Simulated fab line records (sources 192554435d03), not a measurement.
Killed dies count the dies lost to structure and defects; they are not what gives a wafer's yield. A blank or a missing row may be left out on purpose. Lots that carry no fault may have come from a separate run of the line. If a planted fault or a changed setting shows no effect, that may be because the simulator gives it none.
fab line records | flow n5-finfet
record: lots: 6 | wafers: 17 | last-day: 17
route steps=1938 shown BEOL_M7@1300 PASSIVATION@1936
lots with no fault: from the same line, run without faults
start-h: start of the lot's first displayed wafer, in hours after the record's first day | wait-h: time in hours since the lot's previous step | " as in the row above | L1.1+2: several wafers, shown together as one row | - either no value or no given start | * or withheld: withheld | < > ~ a bound
route shown NAME@n: names a module that has steps shown in the file, with the first one's number in the route | usual: average and standard deviation across the fault-free wafers | same: alike in all rows | chamber/n: place in a boat | sites: the reading at each site | _std_site: standard deviation of those values | _edge_site: inner sites' mean taken away from outer sites' mean | radius-mm: for every site, how far away it sits from the centre of the wafer | mask NAME#n: copy n | behind: the tool/chamber that last shaped the wafer | hold: why the lot went on hold/how many hours it stayed there/how the hold came to an end | device: names the non-switching transistor (n, p or np) | end of line: tests run on the same wafers once the route is complete | for a step that has no rows: nothing shown but its recipe | killed: the dies lost at the first sort to structure and to defects; this is not the yield of the wafer | map: shows each die of a wafer: x if killed, . if not, _ if none is there
set.NAME: the run value of the setting; set.NAME@STEP: its run value at that earlier step | model.NAME: the simulator's own value behind a step, which no gauge read
lots seen at some steps along the route; tables by step, rows by wafer
services: a tool's chamber out of use, with start hour (start-h, from the record's first day; less than 0 if before it), hours out, and reason
== steps ==
step: N5_BEOL_M7_ETCH_72
recipe: chemistry: N2/H2 | target: underlayer | target-depth-a: 65 | mask-material: CAR-EUV | time-s: 5.2 | ion-energy-ev: 200 | pressure-mtorr: 30 | source-w: 840 | bias-w: 150 | n2-flow-sccm: 200 | h2-flow-sccm: 200 | ends: cleared
usual: drypump-motor-current-A: 5.9/0.47 | etch-rf-on-time-s: 5.29/0.2 | oes-product-au: 0.69/0.075 | rf-fwd-power-W: 819.6/2.6 | rf-vpp-V: 523.8/2.3 | showerhead-plenum-p-Torr: 2.54/0.071 | throttle-valve-pct: 17.8/0.32
lot.wafer | tool        | chamber | start-h | wait-h | drypump-motor-current-A | etch-rf-on-time-s | oes-product-au | rf-fwd-power-W | rf-hours-counter-h | rf-vpp-V | showerhead-plenum-p-Torr | throttle-valve-pct
L720.1    | rie-diel-06 | 3       | 201.93  | 0.0    | 5.4                     | 5.32              | 0.74           | 821.1          | 42                 | 525.8    | 2.69                     | 17.4
L720.2    | "           | 2       | "       | "      | 5.4                     | 5.72              | 0.62           | 817.3          | 169                | 524.4    | 2.55                     | 18.3
L720.4    | "           | 0       | "       | "      | 6.0                     | 5.05              | 0.69           | 819.0          | 85                 | 522.8    | 2.58                     | 18.0
L724.1    | rie-diel-06 | 3       | 234.12  | 0.0    | 5.4                     | 5.31              | 0.72           | 819.2          | 51                 | 528.7    | 2.68                     | 17.4
L724.2    | "           | 1       | "       | "      | 5.5                     | 4.99              | 0.78           | 819.3          | 25                 | 521.7    | 2.50                     | 17.7
L724.5    | "           | 2       | "       | "      | 5.4                     | 5.70              | 0.61           | 820.9          | -                  | 524.8    | 2.55                     | 18.3
L726.4    | rie-diel-03 | 0       | 241.13  | 0.0    | 6.2                     | 5.20              | 0.80           | 819.2          | 21                 | 523.5    | 2.50                     | 17.5
L726.5    | "           | 2       | "       | "      | 6.6                     | 5.34              | 0.76           | 821.0          | -                  | 524.9    | 2.57                     | 17.4
L726.6    | "           | 1       | "       | "      | 5.7                     | 5.24              | 0.62           | 820.1          | -                  | 520.0    | 2.39                     | 17.9
L730.3    | rie-diel-06 | 0       | 273.44  | 0.0    | 6.1                     | 5.12              | 0.68           | 818.3          | 107                | 526.1    | 2.57                     | 18.1
L730.4    | "           | 0       | "       | "      | 6.1                     | 5.14              | 0.69           | 820.5          | -                  | 524.0    | 2.57                     | 18.1
L730.5    | "           | 2       | "       | "      | 5.3                     | 5.70              | 0.61           | 818.9          | -                  | 524.2    | 2.54                     | 18.3
L732.1    | rie-diel-03 | 2       | 282.05  | 0.0    | 6.6                     | 5.43              | 0.74           | 814.3          | 43                 | 525.0    | 2.56                     | 17.4
L732.3    | "           | 0       | "       | "      | 6.2                     | 5.15              | 0.79           | 821.4          | 33                 | 520.3    | 2.49                     | 17.5
L732.4    | "           | 3       | "       | "      | 5.7                     | 5.63              | 0.56           | 821.5          | 244                | 526.5    | 2.61                     | 18.1
L737.4    | rie-diel-02 | 3       | 321.36  | 0.0    | 5.3                     | 5.26              | 0.67           | 823.4          | -                  | 521.3    | 2.46                     | 17.6
L737.6    | "           | 2       | "       | "      | 6.1                     | 5.28              | 0.74           | 818.9          | -                  | 520.4    | 2.52                     | 18.2
step: N5_BEOL_M7_ETCH_65
recipe: chemistry: CF4 | target: SiARC | target-depth-a: 156 | mask-material: CAR-EUV | time-s: 26 | ion-energy-ev: 80 | pressure-mtorr: 40 | source-w: 545 | bias-w: 36 | Ar_flow_sccm: 100 | cf4-flow-sccm: 100 | ends: cleared
usual: drypump-motor-current-A: 5.9/0.46 | etch-rf-on-time-s: 26.5/1 | oes-product-au: 0.69/0.073 | rf-fwd-power-W: 531.8/1.6 | rf-vpp-V: 184.1/1.1 | showerhead-plenum-p-Torr: 2.15/0.057 | throttle-valve-pct: 15.59/0.3
lot.wafer | tool        | chamber | start-h | wait-h | drypump-motor-current-A | etch-rf-on-time-s | oes-product-au | rf-fwd-power-W | rf-hours-counter-h | rf-vpp-V | showerhead-plenum-p-Torr | throttle-valve-pct
L720.1    | rie-diel-06 | 3       | 201.94  | 0.0    | 5.4                     | 27.1              | 0.73           | 531.9          | 42                 | 186.1    | 2.26                     | 15.29
L720.2    | "           | 2       | "       | "      | 5.4                     | 28.0              | 0.62           | 533.2          | 169                | 184.1    | 2.15                     | 16.02
L720.4    | "           | 0       | "       | "      | 6.1                     | 25.3              | 0.71           | 532.8          | 85                 | 185.6    | 2.17                     | 15.79
L724.1    | rie-diel-06 | 3       | 234.14  | 0.0    | 5.4                     | 26.4              | 0.73           | 531.5          | 51                 | 185.2    | 2.26                     | 15.33
L724.2    | "           | 1       | "       | "      | 5.5                     | 24.6              | 0.79           | 531.2          | 25                 | 184.3    | 2.10                     | 15.37
L724.5    | "           | 2       | "       | "      | 5.4                     | 27.9              | 0.62           | 532.1          | -                  | 184.6    | 2.14                     | 16.03
L726.4    | rie-diel-03 | 0       | 241.15  | 0.0    | 6.2                     | 26.6              | 0.78           | 531.1          | 21                 | 184.2    | 2.08                     | 14.99
L726.5    | "           | 2       | "       | "      | 6.6                     | 27.1              | 0.75           | 533.0          | -                  | 184.1    | 2.18                     | 15.39
L726.6    | "           | 1       | "       | "      | 5.7                     | 26.2              | 0.63           | 533.1          | -                  | 183.0    | 2.06                     | 16.05
L730.3    | rie-diel-06 | 0       | 273.46  | 0.0    | 6.0                     | 25.0              | 0.69           | 530.0          | 107                | 183.9    | 2.17                     | 15.84
L730.4    | "           | 0       | "       | "      | 6.0                     | 25.2              | 0.69           | 531.7          | -                  | 184.6    | 2.17                     | 15.83
L730.5    | "           | 2       | "       | "      | 5.4                     | 27.9              | 0.60           | 530.1          | -                  | 184.6    | 2.14                     | 16.05
L732.1    | rie-diel-03 | 2       | 282.07  | 0.0    | 6.6                     | 26.8              | 0.73           | 533.6          | 43                 | 186.0    | 2.18                     | 15.39
L732.3    | "           | 0       | "       | "      | 6.2                     | 26.1              | 0.77           | 528.2          | 33                 | 184.0    | 2.07                     | 15.02
L732.4    | "           | 3       | "       | "      | 5.7                     | 27.8              | 0.55           | 533.1          | 245                | 184.7    | 2.20                     | 15.92
L737.4    | rie-diel-02 | 3       | 321.39  | 0.0    | 5.3                     | 26.2              | 0.67           | 531.6          | -                  | 182.1    | 2.08                     | 15.50
L737.6    | "           | 2       | "       | "      | 6.1                     | 26.5              | 0.74           | 533.9          | -                  | 184.7    | 2.10                     | 15.57
step: N5_BEOL_M7_ETCH_66
recipe: chemistry: N2/H2 | target: SOC | target-depth-a: 800 | overetch-a: 160 | mask-material: SiARC | temp-c: 40 | time-s: 120 | ion-energy-ev: 200 | pressure-mtorr: 30 | source-w: 840 | bias-w: 150 | n2-flow-sccm: 200 | h2-flow-sccm: 200
step: N5_BEOL_M7_STRIP_69
recipe: chemistry: N2/H2 | temp-c: 40 | n2-flow-sccm: 200 | h2-flow-sccm: 200 | rf-frequency-hz: 6e+07
step: N5_BEOL_M7_STRIP_73
recipe: chemistry: N2/H2 | temp-c: 40 | n2-flow-sccm: 200 | h2-flow-sccm: 200 | rf-frequency-hz: 6e+07
step: N5_BEOL_M7_VIA_ETCH_34
recipe: chemistry: C4F6/O2 | target: SiCOH_lowk | target-depth-a: 1255 | mask-material: SOC | taper-deg: 4 | time-s: 50.5 | ion-energy-ev: 250 | pressure-mtorr: 30 | source-w: 345 | bias-w: 185 | Ar_flow_sccm: 300 | C4F6_flow_sccm: 10 | O2_flow_sccm: 10
step: N5_BEOL_M7_STRIP_76
recipe: chemistry: C4F6/O2 | resist: SiARC | rf-frequency-hz: 6e+07
step: N5_BEOL_M7_STRIP_36
recipe: chemistry: N2/H2 | power-w: 450 | temp-c: 40 | pressure-mtorr: 20 | rf-frequency-hz: 6e+07 | overash-fraction: 0.3 | bias-power-w: 7 | h2-frac: 0.5 | n2-flow-sccm: 200 | h2-flow-sccm: 200
step: N5_BEOL_M7_TRENCH_ETCH_37
recipe: chemistry: C4F6/O2 | target-depth-a: 934.78 | target: SiCOH_lowk | time-s: 31.2 | ion-energy-ev: 250 | pressure-mtorr: 30 | source-w: 345 | bias-w: 185 | Ar_flow_sccm: 300 | C4F6_flow_sccm: 10 | O2_flow_sccm: 10
step: N5_BEOL_M7_ETCH_41
recipe: chemistry: CH3F/O2 | target: SiCN | target-depth-a: 319 | taper-deg: 2 | time-s: 57.8 | ion-energy-ev: 120 | mask-material: TiN | pressure-mtorr: 30 | source-w: 395 | bias-w: 75 | Ar_flow_sccm: 150 | CH3F_flow_sccm: 30 | O2_flow_sccm: 20
step: N5_BEOL_M7_STRIP_80
recipe: chemistry: N2/H2 | time-s: 10 | power-w: 450 | temp-c: 40 | pressure-mtorr: 20 | rf-frequency-hz: 6e+07 | bias-power-w: 7 | n2-flow-sccm: 200 | h2-flow-sccm: 200
usual: bias-power-w: 6.999/0.02 | chamber-pressure-mTorr: 20.000/0.017 | drypump-motor-current-A: 5.9/0.46 | oes-product-au: 0.82/0.086 | rf-vpp-V: 59.1/0.81 | showerhead-plenum-p-Torr: 2.54/0.071 | throttle-valve-pct: 23.5/0.42
lot.wafer | tool        | chamber | start-h | wait-h | bias-power-w | chamber-pressure-mTorr | drypump-motor-current-A | oes-product-au | rf-hours-counter-h | rf-vpp-V | showerhead-plenum-p-Torr | throttle-valve-pct
L720.1    | rie-diel-06 | 3       | -       | -      | 7.000        | 19.988                 | 5.4                     | 0.89           | 42                 | 59.1     | 2.68                     | 23.1
L720.2    | "           | 2       | "       | "      | 7.001        | 20.013                 | 5.4                     | 0.75           | 169                | 59.3     | 2.54                     | 24.1
L720.4    | "           | 0       | "       | "      | 6.991        | 20.046                 | 6.1                     | 0.83           | 86                 | 59.2     | 2.58                     | 23.8
L724.1    | rie-diel-06 | 3       | -       | -      | 6.984        | 20.025                 | 5.4                     | 0.88           | 51                 | 61.0     | 2.68                     | 23.1
L724.2    | "           | 1       | "       | "      | 6.970        | 19.997                 | 5.5                     | 0.93           | 25                 | 59.0     | 2.50                     | 23.6
L724.5    | "           | 2       | "       | "      | 6.987        | 20.013                 | 5.4                     | 0.74           | -                  | 59.1     | 2.54                     | 24.1
L726.4    | rie-diel-03 | 0       | -       | -      | 6.992        | 20.006                 | 6.2                     | 0.93           | 21                 | 59.2     | 2.50                     | 23.4
L726.5    | "           | 2       | "       | "      | 6.996        | 19.998                 | 6.6                     | 0.92           | -                  | 59.9     | 2.56                     | 22.8
L726.6    | "           | 1       | "       | "      | 6.979        | 19.996                 | 5.7                     | 0.74           | -                  | 59.3     | 2.38                     | 23.4
L730.3    | rie-diel-06 | 0       | -       | -      | 7.013        | 19.993                 | 6.0                     | 0.81           | 107                | 59.9     | 2.57                     | 23.8
L730.4    | "           | 0       | "       | "      | 6.994        | 19.977                 | 6.0                     | 0.81           | -                  | 59.3     | 2.57                     | 23.8
L730.5    | "           | 2       | "       | "      | 7.001        | 20.006                 | 5.4                     | 0.73           | -                  | 57.5     | 2.54                     | 24.1
L732.1    | rie-diel-03 | 2       | -       | -      | 7.027        | 20.011                 | 6.6                     | 0.89           | 43                 | 58.6     | 2.56                     | 22.8
L732.3    | "           | 0       | "       | "      | 7.013        | 19.986                 | 6.2                     | 0.92           | 33                 | 60.0     | 2.49                     | 23.4
L732.4    | "           | 3       | "       | "      | 6.961        | 19.975                 | 5.7                     | 0.67           | 245                | 58.4     | 2.61                     | 23.9
L737.4    | rie-diel-02 | 3       | -       | -      | 7.004        | 19.975                 | 5.3                     | 0.79           | -                  | 58.2     | 2.45                     | 23.3
L737.6    | "           | 2       | "       | "      | 6.962        | 19.987                 | 6.1                     | 0.87           | -                  | 59.9     | 2.51                     | 24.2
step: N5_BEOL_M7_OCD_MEAS_38
usual: trench-depth-nm: 92.9/2.6
lot.wafer | tool   | chamber | start-h | wait-h | trench-depth-nm
L720.1    | ocd-01 | -       | 202.32  | -      | 93.5
L720.2    | "      | -       | "       | "      | 88.2
L720.4    | "      | -       | "       | "      | 95.3
L724.1    | ocd-01 | -       | 234.52  | -      | 94.0
L724.2    | "      | -       | "       | "      | 97.8
L724.5    | "      | -       | "       | "      | 88.1
L726.4    | ocd-01 | -       | 241.53  | -      | 91.2
L726.5    | "      | -       | "       | "      | 92.6
L726.6    | "      | -       | "       | "      | 92.6
L730.3    | ocd-02 | -       | 273.84  | -      | 96.4
L730.4    | "      | -       | "       | "      | 94.9
L730.5    | "      | -       | "       | "      | 88.9
L732.1    | ocd-01 | -       | 282.44  | -      | 91.6
L732.3    | "      | -       | "       | "      | 92.4
L732.4    | "      | -       | "       | "      | 88.5
L737.4    | ocd-02 | -       | 321.76  | -      | 92.0
L737.6    | "      | -       | "       | "      | 92.3
step: N5_BEOL_M7_HM_STRIP_39
recipe: chemistry: peroxide-tin-strip | material: TiN | target-depth-a: 250 | temp-c: 50 | time-s: 158
usual: bath-guard-temp-C: 49.8/0.44 | bath-heat-duty-pct: 7.0/0.76
lot.wafer | tool         | chamber | start-h | wait-h | bath-guard-temp-C | bath-heat-duty-pct | model.TiN_of_BEOL_M7_HM_DEP_02.thk-nm
L720.1    | wet-bench-01 | 5       | 202.36  | 0.0    | 49.8              | 9.3                | 0
L720.2    | "            | 1       | "       | "      | 49.5              | 6.9                | 0
L720.4    | "            | 4       | "       | "      | 50.1              | 6.2                | 0
L724.1    | wet-bench-01 | 7       | 234.55  | 0.0    | -                 | -                  | 16.8
L724.2    | "            | 1       | "       | "      | -                 | -                  | 17.4
L724.5    | "            | 5       | "       | "      | -                 | -                  | 17.2
L726.4    | wet-bench-05 | 4       | 241.56  | 0.0    | -                 | -                  | 17.2
L726.5    | "            | 6       | "       | "      | -                 | -                  | 17
L726.6    | "            | 5       | "       | "      | -                 | -                  | 16.8
L730.3    | wet-bench-06 | 1       | 273.87  | 0.0    | 49.2              | 8.0                | 0
L730.4    | "            | 2       | "       | "      | 49.4              | 7.4                | 0
L730.5    | "            | 0       | "       | "      | 50.1              | 6.7                | 0
L732.1    | wet-bench-06 | 2       | 282.48  | 0.0    | 50.1              | 7.4                | 0
L732.3    | "            | 4       | "       | "      | 49.9              | 6.9                | 0
L732.4    | "            | 5       | "       | "      | 50.1              | 7.4                | 0
L737.4    | wet-bench-01 | 5       | 321.78  | 0.0    | 49.8              | 8.9                | 0
L737.6    | "            | 0       | "       | "      | 49.8              | 7.6                | 0
step: N5_BEOL_M7_SRD_40
recipe: time-s: 30 | temp-c: 23 | rinse-liquid: diw | dry: ipa-marangoni
step: N5_BEOL_M7_PRECLEAN_42
recipe: chemistry: residue-remover | time-s: 60 | temp-c: 40
lot.wafer  | tool         | chamber | start-h | wait-h | model.TiN_of_BEOL_M7_HM_DEP_02.thk-nm
L720.1+2+4 | wet-bench-01 | 5,1,4   | 202.48  | 0.0    | 0
L724.1     | wet-bench-01 | 7       | 234.69  | 0.0    | 5.8
L724.2     | "            | 1       | "       | "      | 6.4
L724.5     | "            | 5       | "       | "      | 6.2
L726.4     | wet-bench-05 | 4       | 241.62  | 0.0    | 6.2
L726.5     | "            | 6       | "       | "      | 6
L726.6     | "            | 5       | "       | "      | 5.8
L730.3+4+5 | wet-bench-06 | 1,2,0   | 273.99  | 0.0    | 0
L732.1+3+4 | wet-bench-06 | 2,4,5   | 282.54  | 0.0    | 0
L737.4+6   | wet-bench-01 | 5,0     | 321.92  | 0.0    | 0
step: N5_BEOL_M7_SRD_43
recipe: time-s: 30 | temp-c: 23 | rinse-liquid: diw | dry: ipa-marangoni
step: N5_BEOL_M7_CD_MEAS_35
recipe: target-cd-nm: 40 | polarity: opening
usual: cd-nm: 40.1/0.78
lot.wafer | tool      | chamber | start-h | wait-h | cd-nm
L720.1    | cd-sem-02 | -       | 202.57  | 0.0    | 40.0
L720.2    | "         | -       | "       | "      | 41.8
L720.4    | "         | -       | "       | "      | 40.1
L724.1    | cd-sem-02 | -       | 234.78  | 0.0    | 38.7
L724.2    | "         | -       | "       | "      | 40.5
L724.5    | "         | -       | "       | "      | 39.8
L726.4    | cd-sem-03 | -       | 241.69  | 0.0    | 39.8
L726.5    | "         | -       | "       | "      | 40.0
L726.6    | "         | -       | "       | "      | 41.2
L730.3    | cd-sem-03 | -       | 274.09  | 0.0    | 40.6
L730.4    | "         | -       | "       | "      | 40.2
L730.5    | "         | -       | "       | "      | 39.7
L732.1    | cd-sem-01 | -       | 282.60  | 0.0    | 41.6
L732.3    | "         | -       | "       | "      | 40.5
L732.4    | "         | -       | "       | "      | 40.7
L737.4    | cd-sem-02 | -       | 322.02  | 0.0    | 40.3
L737.6    | "         | -       | "       | "      | 40.5
step: N5_BEOL_M7_CURE_75
recipe: temp-c: 370 | time-s: 120 | ambient: DMADMS/He | material: SiCOH_lowk
usual: lamp-power-pct: 52.32/0.056 | wafer_temp_C_max: 371.6/0.52
lot.wafer | tool       | chamber | start-h | wait-h | lamp-power-pct | wafer_temp_C_max
L720.1    | uv-cure-02 | 2       | 202.61  | 0.0    | 52.34          | 370.9
L720.2    | "          | 2       | "       | "      | 52.31          | 371.2
L720.4    | "          | 2       | "       | "      | 52.25          | 371.6
L724.1    | uv-cure-03 | 2       | 234.87  | 0.1    | 52.32          | 372.7
L724.2    | "          | 2       | "       | "      | 52.35          | 373.2
L724.5    | "          | 2       | "       | "      | 52.41          | 372.1
L726.4    | uv-cure-01 | 2       | 241.87  | 0.2    | 52.37          | 371.5
L726.5    | "          | 2       | "       | "      | 52.27          | 371.9
L726.6    | "          | 2       | "       | "      | 52.26          | 371.9
L730.3    | uv-cure-02 | 0       | 274.22  | 0.1    | 52.36          | 371.0
L730.4    | "          | 0       | "       | "      | 52.37          | 370.8
L730.5    | "          | 0       | "       | "      | 52.36          | 370.9
L732.1    | uv-cure-01 | 1       | 282.64  | 0.0    | 52.32          | 371.1
L732.3    | "          | 1       | "       | "      | 52.27          | 370.7
L732.4    | "          | 1       | "       | "      | 52.36          | 371.3
L737.4    | uv-cure-01 | 1       | 322.36  | 0.3    | 52.17          | 371.6
L737.6    | "          | 1       | "       | "      | 52.35          | 371.3
step: N5_BEOL_M7_DEGAS_44
recipe: ambient: vacuum | temp-c: 250 | time-s: 60
step: N5_BEOL_M7_PRE_CLEAN_45
recipe: gas: H2/He | time-s: 30 | temp-c: 250
step: N5_BEOL_M7_ALD_77
recipe: material: TaN | target-thk-a: 20 | temp-c: 275 | ald-precursor-family: PDMAT | ald-co-reactant: NH3 | pressure-torr: 3 | carrier-flow-sccm: 1500 | pulse-time-s: 2 | purge-time-s: 3 | co-reactant-purge-time-s: 2 | co-reactant-pulse-time-s: 3 | ald-cycles: 40 | precursor-vessel-temp-c: 75 | precursor-vessel-pressure-torr: 26.25 | precursor-vessel-carrier-sccm: 1000
step: N5_BEOL_M7_SURFACE_TREAT_79
recipe: gas: Ar | time-s: * | ion-energy-ev: * | ion-current-ma-cm2: 0.5 | pressure-mtorr: * | ar-flow-sccm: 30
usual: throttle-valve-pct: *
lot.wafer | tool           | chamber | start-h | wait-h | throttle-valve-pct
L720.1    | pvd-sputter-03 | -       | 203.43  | 0.3    | *
L720.2    | "              | -       | "       | "      | *
L720.4    | "              | -       | "       | "      | *
L724.1    | pvd-sputter-01 | -       | 235.74  | 0.2    | *
L724.2    | "              | -       | "       | "      | *
L724.5    | "              | -       | "       | "      | *
L726.4    | pvd-sputter-02 | -       | 242.81  | 0.3    | *
L726.5    | "              | -       | "       | "      | *
L726.6    | "              | -       | "       | "      | *
L730.3    | pvd-sputter-03 | -       | 275.23  | 0.2    | *
L730.4    | "              | -       | "       | "      | *
L730.5    | "              | -       | "       | "      | *
L732.1    | pvd-sputter-02 | -       | 284.01  | 0.2    | *
L732.3    | "              | -       | "       | "      | *
L732.4    | "              | -       | "       | "      | *
L737.4    | pvd-sputter-02 | -       | 323.09  | 0.2    | *
L737.6    | "              | -       | "       | "      | *
step: N5_BEOL_M7_CVD_78
recipe: material: Co | target-thk-a: 20 | temp-c: withheld | precursor: CCTBA/H2 | pressure-torr: 30 | time-s: 142.3
step: N5_BEOL_M7_SPUTTER_48
recipe: material: Cu | target-thk-a: 100 | temp-c: -20 | bias-v: 60 | power-w: 26000 | chamber-pressure-pa: 0.13 | time-s: 1.667
step: N5_BEOL_M7_ECD_50
recipe: material: Cu | target-thk-a: 3000
step: N5_BEOL_M7_ANNEAL_51
recipe: temp-c: 225 | time-s: 90 | ambient: N2
step: N5_BEOL_M7_CMP_52
recipe: stop-on: SiCOH_lowk | t-overpolish-s: 6.9 | down-force-psi: 1 | platen-rpm: 50 | clearing-platen-down-force-psi: 1.5 | clearing-platen-rpm: 50 | post-cmp-clean: cu-alkaline | target-thk-nm: 80 | clearing-platen-pad-velocity-m-s: 0.99484 | pad-velocity-m-s: 0.99484
usual: barrier-field-endpoint-s: 29.0/1 | motor-current-A: 6.3/0.6 | slurry-flow-ml-min: 150.1/0.45
lot.wafer | tool   | chamber | start-h | wait-h | barrier-field-endpoint-s | motor-current-A | slurry-flow-ml-min
L720.2    | cmp-01 | 2       | 207.50  | 0.4    | 28.4                     | 6.3             | 149.6
L720.1    | "      | 0       | "       | "      | 29.4                     | 7.1             | 150.2
L720.4    | "      | 1       | "       | "      | 27.9                     | 5.7             | 150.2
L724.2    | cmp-04 | 0       | 236.51  | 0.3    | 35.4                     | 5.8             | 150.2
L724.1    | "      | 1       | "       | "      | 34.1                     | 5.3             | 150.0
L724.5    | "      | 1       | "       | "      | 34.8                     | 5.2             | 149.5
L726.4    | cmp-04 | 2       | 245.07  | 0.2    | 36.5                     | 6.2             | 149.6
L726.5    | "      | 3       | "       | "      | 35.9                     | 6.7             | 149.6
L726.6    | "      | 0       | "       | "      | 35.1                     | 5.7             | 150.3
L730.3    | cmp-01 | 3       | 276.43  | 0.2    | 29.0                     | 6.5             | 149.2
L730.4    | "      | 0       | "       | "      | 30.4                     | 7.0             | 150.8
L730.5    | "      | 0       | "       | "      | 29.6                     | 6.7             | 150.5
L732.1    | cmp-03 | 0       | 284.89  | 0.3    | 29.6                     | 7.1             | 149.1
L732.4    | "      | 1       | "       | "      | 28.1                     | 6.1             | 149.5
L732.3    | "      | 2       | "       | "      | 28.6                     | 6.6             | 149.7
L737.4    | cmp-03 | 3       | 324.15  | 0.2    | 28.4                     | 7.0             | 149.7
L737.6    | "      | 0       | "       | "      | 30.4                     | 7.2             | 150.5
step: N5_BEOL_M7_THK_MEAS_53
recipe: thk-meas-gauge: xrf | reads: Cu_of_BEOL_M7_ECD_50
usual: M7_THK: 77.8/2.9
lot.wafer | tool          | chamber | start-h | wait-h | M7_THK[nm]
L720.1    | film-metro-02 | -       | 207.80  | -      | 77.1
L720.2    | "             | -       | "       | "      | 71.2
L720.4    | "             | -       | "       | "      | 77.9
L724.1    | film-metro-02 | -       | 236.81  | -      | 78.2
L724.2    | "             | -       | "       | "      | 81.4
L724.5    | "             | -       | "       | "      | 71.9
L726.4    | film-metro-02 | -       | 245.26  | -      | 74.6
L726.5    | "             | -       | "       | "      | 76.3
L726.6    | "             | -       | "       | "      | 75.2
L730.3    | film-metro-02 | -       | 276.73  | -      | 82.3
L730.4    | "             | -       | "       | "      | 79.4
L730.5    | "             | -       | "       | "      | 75.5
L732.1    | film-metro-02 | -       | 285.19  | -      | 79.0
L732.3    | "             | -       | "       | "      | 77.7
L732.4    | "             | -       | "       | "      | 74.8
L737.4    | film-metro-02 | -       | 324.33  | -      | 74.8
L737.6    | "             | -       | "       | "      | 81.0
step: N5_PASSIVATION_PROBE_49
usual: defect-limited-yield: 91.1/1.6 | killed_at_M0_to_M3: 35/11 | killed_at_M4_up: 13/5.4 | killed-at-contacts: 13/6.5 | killed-at-front-end: 40/14 | killed-at-other: 4/3.1 | killed-dies: 105/18 | killed-open: 69/14 | killed-short: 34/7.3 | sort_bin_5_function: 5.2/0.96 | sort_bin_6_memory: 3.4/0.77 | sort-n-pass: 1075/19 | sort-yield-pct: 91.1/1.6
same: gross-dies: 1180 | killed-at-back-side: 0 | sort_bin_4_leakage[%]: 0 | sort_bin_8_speed[%]: 0
lot.wafer | tool      | chamber | start-h | wait-h | defect-limited-yield[%] | killed_at_M0_to_M3 | killed_at_M4_up | killed-at-contacts | killed-at-front-end | killed-at-other | killed-dies | killed-open | killed-short | sort_bin_5_function[%] | sort_bin_6_memory[%] | sort-n-pass | sort-yield-pct[%]
L726.5    | prober-02 | -       | 313.71  | 0.2    | 90.4                    | 35                 | 7               | 14                 | 51                  | 6               | 113         | 69          | 32           | 4.7                    | 3.6                  | 1067        | 90.4
L724.2    | prober-02 | -       | 314.00  | 0.1    | 88.1                    | 60                 | 14              | 30                 | 32                  | 4               | 140         | 95          | 43           | 6.0                    | 5.2                  | 1040        | 88.1
L737.4    | prober-02 | -       | 398.61  | 0.2    | 91.3                    | 55                 | 8               | 13                 | 27                  | 0               | 103         | 68          | 34           | 5.5                    | 3.0                  | 1077        | 91.3
L737.6    | prober-02 | -       | 398.71  | 0.3    | 92.5                    | 46                 | 6               | 12                 | 23                  | 2               | 89          | 40          | 49           | 4.7                    | 2.3                  | 1091        | 92.5
killed by level:class
L726.5 FIN_SAQP:geometric-particle:open=12 HKMG_FIN:area-etch=11 MOL_CONTACT_COAG:geometric-particle:open=9 BEOL_M1:geometric-particle:open=9 BEOL_M3:geometric-particle:open=8 STI_FIN_REVEAL:geometric-particle:open=7 FIN_SAQP:geometric-particle:short=6 MOL_CONTACT_COAG:geometric-particle:short=5
L724.2 MOL_CONTACT_COAG:geometric-particle:open=24 BEOL_M3:geometric-particle:open=13 STI_FIN_REVEAL:geometric-particle:open=12 BEOL_M2:geometric-particle:open=12 BEOL_M1:geometric-particle:open=11 BEOL_M1:geometric-particle:short=10 MOL_CONTACT_COAG:geometric-particle:short=6 BEOL_M0_SAQP:geometric-particle:short=5
L737.4 BEOL_M0_SAQP:geometric-particle:open=19 BEOL_M0_SAQP:geometric-particle:short=15 MOL_CONTACT_COAG:geometric-particle:open=10 BEOL_M2:geometric-particle:open=8 FIN_SAQP:geometric-particle:short=6 DUMMY_GATE:geometric-particle:open=6 BEOL_M4:geometric-particle:open=6 BEOL_M3:geometric-particle:open=5
L737.6 BEOL_M0_SAQP:geometric-particle:short=17 BEOL_M1:geometric-particle:open=7 MOL_CONTACT_COAG:geometric-particle:open=7 BEOL_M1:geometric-particle:short=7 MOL_CONTACT_COAG:geometric-particle:short=5 BEOL_M0_SAQP:geometric-particle:open=5 FIN_SAQP:geometric-particle:short=4 STARTING-WAFER:geometric-particle:short=4
== services ==
tool         | chamber | start-h | hours | kind
cmp-04       | -       | 177.98  | 8.8   | pm
cmp-01       | -       | 180.63  | 0.8   | repair
cmp-01       | -       | 190.22  | 0.7   | repair
cmp-03       | -       | 192.32  | 4.0   | pm
uv-cure-03   | -       | 193.66  | 4.5   | pm
cmp-03       | -       | 216.22  | 32.0  | repair
cmp-01       | -       | 232.64  | 7.4   | pm
wet-bench-05 | -       | 242.48  | 1.8   | repair
cmp-03       | -       | 248.23  | 5.1   | pm
cmp-04       | -       | 251.09  | 0.8   | repair
cmp-01       | -       | 252.04  | 3.5   | pm
rie-diel-06  | 1       | 268.83  | 5.7   | repair
uv-cure-02   | -       | 277.50  | 7.5   | pm
cmp-03       | -       | 278.24  | 1.5   | repair
rie-diel-03  | 0       | 288.35  | 3.7   | repair
uv-cure-02   | -       | 288.45  | 18.8  | repair
rie-diel-03  | 3       | 298.09  | -     | clean
rie-diel-03  | 3       | 298.09  | -     | consumable-replace:focus-ring
rie-diel-03  | 3       | 298.09  | 12.6  | scheduled-down
rie-diel-03  | 3       | 298.09  | 12.6  | vent-cycle
uv-cure-03   | -       | 302.46  | 0.9   | repair
rie-diel-02  | 0       | 307.50  | -     | clean
cmp-01       | -       | 312.84  | 4.0   | pm
cmp-03       | -       | 318.26  | 3.4   | pm
== key ==
first-sign: step: N5_BEOL_M7_HM_STRIP_39 | reading: tool-record | direction: missing
effect: step: N5_BEOL_M7_CMP_52 | reading: barrier-field-endpoint-s | direction: up | sigmas: 6.3 | usual: 29.0 | struck: 35.3
model-effect: step: N5_BEOL_M7_HM_STRIP_39 | value: TiN_of_BEOL_M7_HM_DEP_02.thk-nm | without: 0 | struck: 17.07
model-effect: step: N5_BEOL_M7_PRECLEAN_42 | value: TiN_of_BEOL_M7_HM_DEP_02.thk-nm | without: 0 | struck: 6.067
met-at N5_BEOL_M7_HM_STRIP_39
struck-wafers L724.1,L724.2,L724.5,L726.4,L726.5,L726.6
baseline-loss: step: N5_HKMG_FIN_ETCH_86 | wafers: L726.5
onset-between 202.36 234.55
fault: kind: skipped-step-whole | tool: wet-bench-01,wet-bench-05 | chamber: - | onset-h: 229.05 | steps: N5_BEOL_M7_HM_STRIP_39 | scope: struck-lots-only
baseline-loss: these wafers lose ten dies or more at that step, a loss of the line's own and not of a fault; the sort's usual values leave them out
